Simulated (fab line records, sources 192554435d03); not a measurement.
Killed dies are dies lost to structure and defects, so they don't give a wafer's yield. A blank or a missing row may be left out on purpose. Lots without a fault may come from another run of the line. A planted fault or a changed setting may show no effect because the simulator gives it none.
Split-lot experiment | flow n5_finfet | 7 lots, 39 wafers read, on a route of 1938 steps

THE SPLIT
At N5_BEOL_M9_TRENCH_ETCH_37 (etches SiCOH lowk in C4F6/O2, target depth 151.43 nm, time 49 s), the setting target_depth_a was moved away from the recipe's 1514.3 angstrom on 18 of the 39 wafers read, by -51.3% to +29.0%. The other wafers ran this setting at the recipe's value.

FROM THE SPLIT TO THE READING: what the file shows between them, 11 steps
- N5_BEOL_M9_ETCH_41: etches SiCN in CH3F/O2, target depth 36.6 nm, time 70.1 s
- N5_BEOL_M9_STRIP_80: strips in N2/H2, time 10 s
- N5_BEOL_M9_OCD_MEAS_38
- N5_BEOL_M9_HM_STRIP_39: strips TiN in peroxide tin strip, target depth 25 nm, time 158 s
- N5_BEOL_M9_SRD_40: time 30 s
- N5_BEOL_M9_ECD_50: material Cu, target thk 318 nm
- N5_BEOL_M9_ANNEAL_51: time 90 s
- N5_BEOL_M9_CMP_52: polishes, stops on SiCOH lowk, t overpolish 7 s, target thk 140 nm
- N5_BEOL_M9_THK_MEAS_53: measures by xrf
- N5_BEOL_M9_PRE_CLEAN_55: time 15 s
- N5_BEOL_M9_DEP_56: deposits SiCN from 3MS/NH3, target thk 15 nm, time 26.5 s

THE READING
M9_RS, in ohm/sq, at N5_BEOL_M9_RS_MEAS_57 (measures by four-point-probe). Fault-free wafers of this fab line usually give 0.153 ohm/sq, standard deviation 0.0036 ohm/sq.

wafer  | tool, chamber at the split | target_depth_a as run, angstrom | against the recipe | M9_RS, ohm/sq | against lot-mates on the recipe
L075.1 | rie_diel-05, 3             | 1088                            | -28.2%             | 0.233         | +0.083
L075.2 | rie_diel-05, 2             | 1088                            | -28.2%             | 0.226         | +0.076
L075.3 | rie_diel-05, 1             | 1514.3                          | recipe             | 0.149         | -
L075.4 | rie_diel-05, 0             | 1514.3                          | recipe             | 0.151         | -
L075.5 | rie_diel-05, 1             | 1514.3                          | recipe             | 0.149         | -
L075.6 | rie_diel-05, 2             | 1088                            | -28.2%             | 0.223         | +0.073
L076.2 | rie_diel-01, 1             | 1514.3                          | recipe             | 0.156         | -
L076.5 | rie_diel-01, 0             | 1514.3                          | recipe             | 0.155         | -
L076.6 | rie_diel-01, 3             | 1514.3                          | recipe             | 0.152         | -
L086.1 | rie_diel-01, 3             | 1093                            | -27.8%             | 0.231         | +0.084
L086.2 | rie_diel-01, 1             | 1514.3                          | recipe             | 0.146         | -
L086.3 | rie_diel-01, 0             | 1093                            | -27.8%             | 0.230         | +0.083
L086.4 | rie_diel-01, 2             | 1514.3                          | recipe             | 0.149         | -
L086.5 | rie_diel-01, 1             | 1514.3                          | recipe             | 0.145         | -
L086.6 | rie_diel-01, 0             | 1093                            | -27.8%             | 0.232         | +0.085
L085.1 | rie_diel-06, 0             | 1514.3                          | recipe             | 0.156         | -
L085.2 | rie_diel-06, 2             | 1792                            | +18.3%             | 0.128         | -0.026
L085.3 | rie_diel-06, 1             | 1792                            | +18.3%             | 0.127         | -0.027
L085.4 | rie_diel-06, 3             | 1792                            | +18.3%             | 0.122         | -0.032
L085.5 | rie_diel-06, 0             | 1514.3                          | recipe             | 0.157         | -
L085.6 | rie_diel-06, 3             | 1514.3                          | recipe             | 0.150         | -
L089.1 | rie_diel-01, 0             | 1514.3                          | recipe             | 0.157         | -
L089.2 | rie_diel-01, 3             | 1954                            | +29.0%             | 0.113         | -0.038
L089.3 | rie_diel-01, 1             | 1514.3                          | recipe             | 0.149         | -
L089.4 | rie_diel-01, 2             | 1954                            | +29.0%             | 0.112         | -0.039
L089.5 | rie_diel-01, 1             | 1514.3                          | recipe             | 0.148         | -
L089.6 | rie_diel-01, 2             | 1954                            | +29.0%             | 0.115         | -0.036
L090.1 | rie_diel-05, 2             | 1514.3                          | recipe             | 0.154         | -
L090.2 | rie_diel-05, 1             | 1514.3                          | recipe             | 0.151         | -
L090.3 | rie_diel-05, 0             | 792.2                           | -47.7%             | 0.358         | +0.204
L090.4 | rie_diel-05, 1             | 792.2                           | -47.7%             | 0.351         | +0.197
L090.5 | rie_diel-05, 0             | 792.2                           | -47.7%             | 0.354         | +0.200
L090.6 | rie_diel-05, 2             | 1514.3                          | recipe             | 0.156         | -
L096.1 | rie_diel-01, 0             | 737.5                           | -51.3%             | 0.398         | +0.246
L096.2 | rie_diel-01, 2             | 1514.3                          | recipe             | 0.152         | -
L096.3 | rie_diel-01, 1             | 1514.3                          | recipe             | 0.146         | -
L096.4 | rie_diel-01, 0             | 1514.3                          | recipe             | 0.157         | -
L096.5 | rie_diel-01, 1             | 737.5                           | -51.3%             | 0.383         | +0.231
L096.6 | rie_diel-01, 2             | 737.5                           | -51.3%             | 0.385         | +0.233

THE FIT
A straight line over all 39 wafers: M9_RS changes by -0.00346 ohm/sq for each +1% of target_depth_a; r = -0.95; the points scatter about the line by 0.027 ohm/sq.
The same after taking each lot's own level away (the mean of its wafers on the recipe; 39 wafers): -0.00347 ohm/sq for each +1%; r = -0.95; scatter 0.026 ohm/sq.
On that fit, the largest move of target_depth_a shifts the reading by 0.18 ohm/sq.
The lots' own levels span 0.1467 to 0.1543 ohm/sq, that is 2.1 times the standard deviation above.
So the lot-to-lot level changes the slope little: the two slopes agree.
Check: with one of the wafers moved furthest among these (-51.3%) left out of the fit, the line predicts +0.183 ohm/sq for it against its lot-mates. It came out at +0.246 ohm/sq against them.

THE WHOLE CHAIN: every reading that the file lists as answering this split, in the file's order
step                      | what it does                                                       | reading                                                                          | change (the file's fit)                | r (the file's)
N5_BEOL_M9_TRENCH_ETCH_37 | etches SiCOH lowk in C4F6/O2, target depth 151.43 nm, time 49 s    | BEOL_M9.feature_depth_nm (the simulator's own value, which no gauge read)        | +1.54 nm for each +1% of the setting   | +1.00
N5_BEOL_M9_TRENCH_ETCH_37 | etches SiCOH lowk in C4F6/O2, target depth 151.43 nm, time 49 s    | etch.depth_nm (the simulator's own value, which no gauge read)                   | +1.54 nm for each +1% of the setting   | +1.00
N5_BEOL_M9_TRENCH_ETCH_37 | etches SiCOH lowk in C4F6/O2, target depth 151.43 nm, time 49 s    | TiN_of_BEOL_M9_HM_DEP_02.thk_nm (the simulator's own value, which no gauge read) | -0.0428 nm for each +1% of the setting | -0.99
N5_BEOL_M9_OCD_MEAS_38    |                                                                    | trench_depth_nm                                                                  | +1.54 nm for each +1% of the setting   | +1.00
N5_BEOL_M9_CMP_52         | polishes, stops on SiCOH lowk, t overpolish 7 s, target thk 140 nm | Cu_of_BEOL_M9_ECD_50.thk_nm (the simulator's own value, which no gauge read)     | +1.53 nm for each +1% of the setting   | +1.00
N5_BEOL_M9_THK_MEAS_53    | measures by xrf                                                    | M9_THK                                                                           | +1.5 for each +1% of the setting       | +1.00
N5_BEOL_M9_RS_MEAS_57     | measures by four-point-probe                                       | M9_RS                                                                            | -0.00365 for each +1% of the setting   | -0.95

THE FILE'S OWN FIT
M9_RS changes by -0.00365 ohm/sq for each +1% of target_depth_a, r = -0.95.
